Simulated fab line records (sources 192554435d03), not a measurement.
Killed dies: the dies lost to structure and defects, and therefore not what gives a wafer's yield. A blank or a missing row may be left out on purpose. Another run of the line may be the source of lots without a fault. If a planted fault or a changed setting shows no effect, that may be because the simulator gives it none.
Chamber matching ; flow n5Finfet ; N5_BEOL_M7_ETCH_66 on rieDiel-02: 4 sister chambers
The step etches SOC in N2/H2, target depth 80 nm, overetch 16 nm, time 120 s. 7 wafers are shown with their chamber, then 8 later ones without.

== WAFERS, EACH WITH ITS CHAMBER ==
wafer;chamber;drypumpMotorCurrentA (A);showerheadPlenumPTorr (Torr)
L980.3;2;5.1;2.43
L988.5;0;5.2;2.69
L988.6;3;5.9;2.53
L991.1;2;5.1;2.42
L991.2;1;6.3;2.43
L991.3;3;5.9;2.53
L990.1;0;5.3;2.68

== WAFERS WITHOUT THEIR CHAMBER ==
wafer;drypumpMotorCurrentA (A);showerheadPlenumPTorr (Torr)
L990.3;5.9;2.53
L990.5;5.1;2.42
L992.2;5.1;2.42
L992.3;6.3;2.43
L992.4;5.2;2.68
L993.2;5.9;2.53
L993.3;5.1;2.42
L993.5;6.3;2.43

== CHAMBER TAKEN BY EACH ==
wafer;from the rows above;in truth
L990.3;3;3
L990.5;2;2
L992.2;2;2
L992.3;1;1
L992.4;0;0
L993.2;3;3
L993.3;2;2
L993.5;1;1
8 of 8 placed correctly. Not placeable from these rows: 0. 0 placed wrongly.
How it was worked out, from the rows above alone: a wafer's distance from a chamber is the root of the sum, over the readings, of the square of ((its reading less the chamber's mean) divided by the reading's scatter). The wafer belongs to the nearest chamber; if the next one is less than 2 further off, it can't be placed. For every chamber, the mean is computed from those of its wafers that are shown. How the scatter is found: for the shown wafers, subtract from each reading the mean of its chamber, square and add these, divide the total by (wafers less chambers), then take the root.
